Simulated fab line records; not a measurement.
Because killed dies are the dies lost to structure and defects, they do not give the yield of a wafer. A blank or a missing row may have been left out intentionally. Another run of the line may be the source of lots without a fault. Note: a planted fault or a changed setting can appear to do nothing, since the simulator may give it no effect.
fab line records    flow n5_finfet
record lots=9  wafers=27  last_day=18
route steps=1938 shown BEOL_M1@753 BEOL_M4@1111
lots that met no fault: from a run of the same line without faults
start_h: hours from the record's first day to the start of the lot's first wafer shown    wait_h: how many hours have passed since the lot's step before this one    " the same as in the row above    L1.1+2: several wafers, shown together as one row    - no value, or no start given    * or withheld: withheld    < > ~ a bound
route shown NAME@n: NAME is a module with steps in the file, n the number in the route of the first one    usual: mean/standard deviation of fault-free wafers    same: alike in all rows    chamber/n: place in a boat    sites: per-site readings    _std_site: their standard deviation    _edge_site: outer sites' mean less inner sites'    radius_mm: how far each site lies from the wafer's centre    mask NAME#n: copy n    behind: tool/chamber where the wafer was last shaped    hold: reason for holding the lot/hours on hold/outcome of the hold    device: which transistor (n, p or np) failed to switch    end of line: tests of these same wafers at the route's end    for a step that has no rows: nothing shown but its recipe    killed: at the first sort, the dies lost to defects and structure; wafer yield is something else    map: a wafer's dies, x killed, . not, _ none there
set.NAME: setting as actually run; set.NAME@STEP: the setting as run at that earlier step    model.NAME: the simulator's own value behind a step, which no gauge read
route steps across a sampled set of lots; one table per step, one row per wafer
services: the hour from which a tool's chamber was out of use, counted from the record's first day as start_h (under 0 if before that day), plus the number of hours and why
## steps
# step N5_BEOL_M1_PECVD_72
# recipe material=SiO2  target_thk_a=160  temp_c=400  precursor=TEOS/O2  pressure_torr=5.5  rf_w=450  teos_flow_sccm=53.8  gas=O2  flow_sccm=3000  time_s=18
# usual heater_power_w=672/100  showerhead_plenum_p_Torr=8.81/0.071  throttle_valve_pct=22.0/0.89
lot.wafer  tool      chamber  start_h  wait_h  heater_power_w  showerhead_plenum_p_Torr  throttle_valve_pct
L485.1     pecvd-01  2        123.55   0.0     661             8.84                      23.7
L485.4     "         2        "        "       651             8.84                      23.7
L485.6     "         1        "        "       577             8.72                      21.7
L487.3     pecvd-04  0        133.84   0.0     581             8.89                      22.8
L487.4     "         0        "        "       573             8.91                      22.7
L487.6     "         1        "        "       604             8.82                      20.8
L489.2     pecvd-03  1        144.24   0.0     816             8.82                      24.0
L489.4     "         1        "        "       787             8.82                      23.5
L489.6     "         0        "        "       773             8.89                      21.8
L492.2     pecvd-01  1        165.59   0.0     626             8.72                      21.8
L492.4     "         1        "        "       643             8.73                      21.7
L492.6     "         0        "        "       747             8.86                      21.8
L502.1     pecvd-04  1        226.89   0.0     567             8.82                      21.0
L502.2     "         2        "        "       733             8.80                      21.7
L502.3     "         0        "        "       491             8.89                      22.9
L504.2     pecvd-01  0        236.28   0.0     684             8.88                      22.4
L504.5     "         1        "        "       525             8.74                      21.7
L504.6     "         0        "        "       671             8.89                      22.3
L503.3     pecvd-03  1        238.26   0.0     692             8.83                      23.5
L503.5     "         1        "        "       688             8.82                      23.7
L503.6     "         0        "        "       884             8.90                      22.0
L506.1     pecvd-04  2        250.60   0.0     656             8.77                      21.7
L506.3     "         1        "        "       546             8.80                      21.1
L506.4     "         2        "        "       646             8.79                      21.4
L508.1     pecvd-01  1        256.83   0.0     552             8.73                      21.6
L508.5     "         1        "        "       553             8.72                      21.9
L508.6     "         2        "        "       814             8.85                      20.4
# step N5_BEOL_M1_HM_DEP_02
# recipe material=TiN  target_thk_a=200  temp_c=25  chamber_pressure_pa=0.49996
# usual throttle_valve_pct=30.2/0.99
lot.wafer  tool            chamber  start_h  wait_h  throttle_valve_pct
L485.1     pvd_sputter-03  -        123.76   0.2     31.3
L485.4     "               -        "        "       28.8
L485.6     "               -        "        "       30.4
L487.3     pvd_sputter-03  -        135.35   1.5     28.7
L487.4     "               -        "        "       31.4
L487.6     "               -        "        "       29.8
L489.2     pvd_sputter-01  -        144.81   0.5     31.7
L489.4     "               -        "        "       29.8
L489.6     "               -        "        "       31.9
L492.2     pvd_sputter-02  -        167.61   2.0     28.4
L492.4     "               -        "        "       31.8
L492.6     "               -        "        "       31.7
L502.1     pvd_sputter-02  -        227.99   1.1     28.4
L502.2     "               -        "        "       31.6
L502.3     "               -        "        "       30.3
L504.2     pvd_sputter-03  -        237.73   1.4     30.2
L504.5     "               -        "        "       28.8
L504.6     "               -        "        "       31.4
L503.3     pvd_sputter-03  -        238.61   0.3     31.7
L503.5     "               -        "        "       31.3
L503.6     "               -        "        "       28.9
L506.1     pvd_sputter-02  -        250.74   0.1     28.4
L506.3     "               -        "        "       29.9
L506.4     "               -        "        "       30.2
L508.1     pvd_sputter-01  -        257.51   0.7     29.7
L508.5     "               -        "        "       30.0
L508.6     "               -        "        "       29.9
# step N5_BEOL_M1_CD_MEAS_11
# recipe target_cd_nm=17.05  landing_energy_ev=500  detector=se_inlens  polarity=opening
# usual cd_nm=17.01/0.25
# same landing_energy_ev=500
lot.wafer  tool       chamber  start_h  wait_h  cd_nm
L485.1     cd_sem-03  0        124.16   -       17.43
L485.4     "          0        "        "       17.04
L485.6     "          0        "        "       17.30
L487.3     cd_sem-01  0        135.75   -       16.95
L487.4     "          0        "        "       17.11
L487.6     "          0        "        "       17.06
L489.2     cd_sem-03  0        145.20   -       17.34
L489.4     "          0        "        "       17.00
L489.6     "          0        "        "       17.15
L492.2     cd_sem-01  0        168.15   -       16.60
L492.4     "          0        "        "       16.76
L492.6     "          0        "        "       17.47
L502.1     cd_sem-03  0        228.38   -       17.13
L502.2     "          0        "        "       16.77
L502.3     "          0        "        "       16.99
L504.2     cd_sem-01  0        238.24   -       17.27
L504.5     "          0        "        "       16.80
L504.6     "          0        "        "       17.46
L503.3     cd_sem-02  0        239.00   -       17.48
L503.5     "          0        "        "       17.27
L503.6     "          0        "        "       17.09
L506.1     cd_sem-01  0        251.25   -       17.25
L506.3     "          0        "        "       17.44
L506.4     "          0        "        "       17.13
L508.1     cd_sem-02  0        257.90   -       16.79
L508.5     "          0        "        "       16.66
L508.6     "          0        "        "       16.67
# step N5_BEOL_M1_ETCH_74
# recipe chemistry=N2/H2  target=underlayer  target_depth_a=65  mask_material=CAR-EUV  time_s=5.2  ion_energy_ev=200  pressure_mtorr=30  source_w=840  bias_w=150  n2_flow_sccm=200  h2_flow_sccm=200  ends=cleared
# usual bias_w=150.0/0.48  drypump_motor_current_A=5.8/0.76  etch_rf_on_time_s=5.26/0.11  oes_product_au=0.67/0.057  rf_vpp_V=523.8/2.6  showerhead_plenum_p_Torr=2.54/0.083  throttle_valve_pct=17.72/0.21
lot.wafer  tool         chamber  start_h  wait_h  bias_w  drypump_motor_current_A  etch_rf_on_time_s  oes_product_au  rf_hours_counter_h  rf_vpp_V  showerhead_plenum_p_Torr  throttle_valve_pct
L485.1     rie_diel-01  2        124.34   0.0     150.2   5.2                      5.38               0.63            142                 522.7     2.55                      17.57
L485.4     "            3        "        "       150.1   6.4                      5.28               0.77            25                  523.1     2.50                      17.71
L485.6     "            1        "        "       150.2   4.9                      5.37               0.60            -                   520.3     2.41                      17.87
L487.3     rie_diel-04  0        135.90   0.0     149.2   5.4                      5.38               0.62            178                 524.7     2.65                      17.79
L487.4     "            3        "        "       149.8   6.8                      5.25               0.72            -                   523.6     2.48                      17.72
L487.6     "            1        "        "       150.0   4.7                      5.20               0.64            -                   527.0     2.67                      17.79
L489.2     rie_diel-04  1        145.57   0.0     149.7   4.7                      5.10               0.65            147                 529.2     2.67                      17.82
L489.4     "            0        "        "       150.4   5.4                      5.35               0.61            182                 527.2     2.65                      17.78
L489.6     "            0        "        "       150.5   5.4                      5.35               0.61            -                   527.0     2.65                      17.80
L492.2     rie_diel-04  1        168.39   0.0     149.2   4.7                      5.15               0.63            155                 527.5     2.66                      17.86
L492.4     "            2        "        "       150.3   6.5                      5.28               0.77            -                   521.6     2.48                      17.36
L492.6     "            3        "        "       150.4   6.8                      5.25               0.72            -                   517.9     2.48                      17.76
L502.1     rie_diel-04  1        228.53   0.0     161.8   4.7                      5.00               0.64            171                 549.5     2.65                      17.90
L502.2     "            0        "        "       161.7   5.4                      5.14               0.62            202                 553.3     2.64                      17.84
L502.3     "            3        "        "       161.9   6.8                      5.03               0.72            75                  546.4     2.47                      17.77
L504.2     rie_diel-03  2        238.62   0.0     150.7   6.7                      5.20               0.64            188                 519.6     2.41                      17.94
L504.5     "            0        "        "       150.1   6.4                      5.54               0.66            -                   526.3     2.56                      17.74
L504.6     "            3        "        "       150.0   6.4                      5.16               0.61            -                   521.5     2.52                      18.04
L503.3     rie_diel-04  2        239.16   0.0     162.4   6.5                      5.11               0.75            32                  547.1     2.47                      17.37
L503.5     "            2        "        "       162.0   6.5                      5.15               0.74            -                   547.3     2.47                      17.38
L503.6     "            3        "        "       161.7   6.8                      4.92               0.72            -                   546.9     2.47                      17.80
L506.1     rie_diel-01  3        251.41   0.0     150.6   6.4                      5.30               0.72            58                  521.2     2.48                      17.74
L506.3     "            0        "        "       149.4   5.6                      5.02               0.67            140                 522.5     2.55                      17.84
L506.4     "            2        "        "       149.6   5.2                      5.32               0.60            184                 523.7     2.53                      17.63
L508.1     rie_diel-03  1        258.05   0.0     150.4   5.3                      5.31               0.69            66                  523.8     2.57                      17.30
L508.5     "            2        "        "       150.1   6.6                      5.25               0.63            -                   520.6     2.41                      17.98
L508.6     "            0        "        "       151.0   6.4                      5.51               0.66            -                   523.0     2.56                      17.74
# step N5_BEOL_M4_RC_MEAS_101
# usual DIBL_N=36.3/2  DIBL_P=36.3/2.4  IOFF_N=0.16/0.034  IOFF_P=0.21/0.035  ION_N=672/12  ION_P=459/6.5  SS_N=71.6/0.67  SS_P=73.3/0.71  VT_N=250/3.5  VT_P=-251/3
lot.wafer  tool       chamber  start_h  wait_h  DIBL_N[mV/V]  DIBL_P[mV/V]  IOFF_N[nA/um]  IOFF_P[nA/um]  ION_N[uA/um]  ION_P[uA/um]  SS_N[mV/dec]  SS_P[mV/dec]  VT_N[mV]  VT_P[mV]
L485.1     prober-02  0        168.43   0.0     35.2          33.4          0.12           0.18           658           453           71.4          72.0          252       -254
L485.4     "          0        "        "       37.8          36.8          0.17           0.23           676           464           71.9          73.4          248       -248
L485.6     "          0        "        "       35.8          34.4          0.14           0.19           672           459           71.5          72.6          252       -250
L487.3     prober-02  0        175.68   0.3     32.6          31.7          0.10           0.15           651           456           70.0          72.0          259       -256
L487.4     "          0        "        "       32.3          31.6          0.10           0.15           653           453           69.8          71.8          256       -253
L487.6     "          0        "        "       32.3          31.5          0.10           0.15           664           456           70.1          72.1          257       -254
L489.2     prober-02  0        191.15   0.2     36.8          38.7          0.17           0.20           675           453           71.6          73.8          250       -254
L489.4     "          0        "        "       35.0          37.0          0.15           0.18           675           458           70.9          73.1          253       -255
L489.6     "          0        "        "       36.5          38.6          0.16           0.21           675           453           71.7          73.9          253       -252
L492.2     prober-02  0        219.97   0.2     31.6          31.6          0.11           0.16           650           451           71.4          72.7          258       -253
L492.4     "          0        "        "       33.2          33.4          0.13           0.18           660           457           70.7          72.2          252       -251
L492.6     "          0        "        "       33.5          34.0          0.14           0.20           668           458           71.6          73.1          251       -248
L502.1     prober-02  0        293.28   0.0     39.6          39.7          0.21           0.25           684           467           72.5          73.8          244       -249
L502.2     "          0        "        "       39.0          39.1          0.19           0.24           676           463           72.7          73.7          249       -249
L502.3     "          0        "        "       37.7          38.0          0.17           0.22           674           470           72.5          73.3          251       -251
L504.2     prober-02  0        308.36   0.2     36.9          37.5          0.17           0.21           678           459           71.0          73.6          248       -251
L504.5     "          0        "        "       34.1          33.3          0.12           0.14           659           448           70.7          72.5          255       -256
L504.6     "          0        "        "       39.1          39.4          0.21           0.23           682           458           72.3          73.4          246       -251
L506.1     prober-01  0        317.86   0.0     37.9          38.8          0.20           0.25           699           473           72.3          74.4          245       -248
L506.3     "          0        "        "       37.1          37.0          0.18           0.22           679           463           71.9          73.8          246       -249
L506.4     "          0        "        "       40.2          40.1          0.24           0.28           693           469           72.8          74.6          243       -250
L503.3     prober-02  0        319.02   0.3     37.0          38.8          0.20           0.25           682           462           71.8          74.3          247       -248
L503.5     "          0        "        "       34.8          34.8          0.15           0.19           666           454           71.2          74.1          249       -252
L503.6     "          0        "        "       38.7          38.5          0.24           0.24           676           458           72.4          74.0          244       -249
L508.1     prober-01  0        326.38   0.0     36.8          37.1          0.19           0.22           680           459           71.8          73.0          248       -249
L508.5     "          0        "        "       37.2          37.9          0.20           0.24           679           459           72.0          73.4          246       -248
L508.6     "          0        "        "       36.1          36.1          0.18           0.21           684           462           72.0          72.6          245       -251
## services
tool            chamber  start_h  hours  kind
pvd_sputter-02  -        115.86   8.0    repair
rie_diel-04     2        118.16   -      clean
rie_diel-04     2        118.16   -      consumable_replace:focus_ring
rie_diel-04     2        118.16   20.2   scheduled_down
rie_diel-04     2        118.16   20.2   vent_cycle
pecvd-03        1        125.33   9.7    repair
rie_diel-01     1        136.98   6.2    repair
rie_diel-04     3        157.82   7.7    repair
rie_diel-01     3        159.74   5.1    repair
rie_diel-04     0        164.51   10.8   repair
pecvd-04        -        172.67   5.6    repair
pecvd-01        -        190.66   14.6   pm
rie_diel-01     0        192.03   15.2   repair
pvd_sputter-02  -        197.53   7.5    repair
rie_diel-01     3        199.51   13.7   repair
rie_diel-01     1        203.97   4.9    repair
pecvd-01        2        205.26   -      clean
pecvd-01        2        205.26   -      consumable_replace:showerhead
pecvd-01        2        205.26   29.0   scheduled_down
pecvd-01        2        205.26   29.0   vent_cycle
pecvd-03        0        222.15   4.3    repair
rie_diel-01     3        233.71   4.6    repair
rie_diel-03     -        247.81   0.9    repair
pecvd-03        -        250.63   0.8    pm
## key
first_sign step=N5_BEOL_M1_ETCH_74  reading=bias_w  direction=up  sigmas=25  usual=*  struck=*
effect step=N5_BEOL_M1_ETCH_74  reading=rf_vpp_V  direction=up  sigmas=9.4  usual=523.8  struck=548.4
met_at N5_BEOL_M1_ETCH_74
struck_lots L502,L503
not_acting_at N5_BEOL_M1_PECVD_72,N5_BEOL_M1_HM_DEP_02,N5_BEOL_M1_CD_MEAS_11
onset_between 168.39 228.53
fault kind=process_parameter_drift  tool=rie_diel-04  chamber=-  onset_h=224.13  steps=N5_BEOL_M1_ETCH_74  channel=bias_w  offset=*  shape=step  end_h=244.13  acts_in=*  stated=*
